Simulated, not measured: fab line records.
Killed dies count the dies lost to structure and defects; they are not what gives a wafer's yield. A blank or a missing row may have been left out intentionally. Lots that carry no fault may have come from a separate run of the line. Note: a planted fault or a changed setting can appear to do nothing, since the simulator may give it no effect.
Chamber matching + flow nand harc + NHARC_A_STAIRCASE_TRIM_187 on rie diel-04 has 4 sister chambers
The step chemistry O2, time 211.2 s. 8 wafers are shown with their chamber, then 7 later ones without.

== EACH WAFER AND ITS CHAMBER ==
| wafer  | chamber | drypump motor current A (A) | showerhead plenum p Torr (Torr) |
|--------|---------|-----------------------------|---------------------------------|
| L077.6 | 3       | 6.7                         | 3.38                            |
| L075.2 | 3       | 6.7                         | 3.38                            |
| L082.2 | 1       | 5.0                         | 3.50                            |
| L082.6 | 2       | 5.4                         | 3.50                            |
| L081.4 | 0       | 5.9                         | 3.61                            |
| L081.6 | 2       | 5.4                         | 3.50                            |
| L091.2 | 1       | 5.0                         | 3.49                            |
| L091.4 | 0       | 6.0                         | 3.60                            |

== WAFERS WITHOUT THEIR CHAMBER ==
| wafer  | drypump motor current A (A) | showerhead plenum p Torr (Torr) |
|--------|-----------------------------|---------------------------------|
| L091.6 | 5.0                         | 3.49                            |
| L093.2 | 6.7                         | 3.37                            |
| L093.3 | 5.4                         | 3.49                            |
| L093.4 | 5.0                         | 3.49                            |
| L095.2 | 5.4                         | 3.49                            |
| L095.5 | 5.9                         | 3.59                            |
| L095.6 | 5.0                         | 3.49                            |

== THE CHAMBER EACH PASSED THROUGH ==
| wafer  | from the rows above | in truth |
|--------|---------------------|----------|
| L091.6 | 1                   | 1        |
| L093.2 | 3                   | 3        |
| L093.3 | 2                   | 2        |
| L093.4 | 1                   | 1        |
| L095.2 | 2                   | 2        |
| L095.5 | 0                   | 0        |
| L095.6 | 1                   | 1        |
Placed correctly: 7 of 7. Can't be placed from these rows: 0. Wrongly placed: 0.
How it was worked out, from the rows above alone: a wafer's distance from a chamber is the root of the sum, over the readings, of the square of ((its reading less the chamber's mean) divided by the reading's scatter). The wafer belongs to the nearest chamber; if the next one is less than 2 further off, it can't be placed. For every chamber, the mean is computed from those of its wafers that are shown. The scatter: take each reading less its chamber's mean, square it, sum over the shown wafers, divide by the number of wafers less the number of chambers, and take the root.
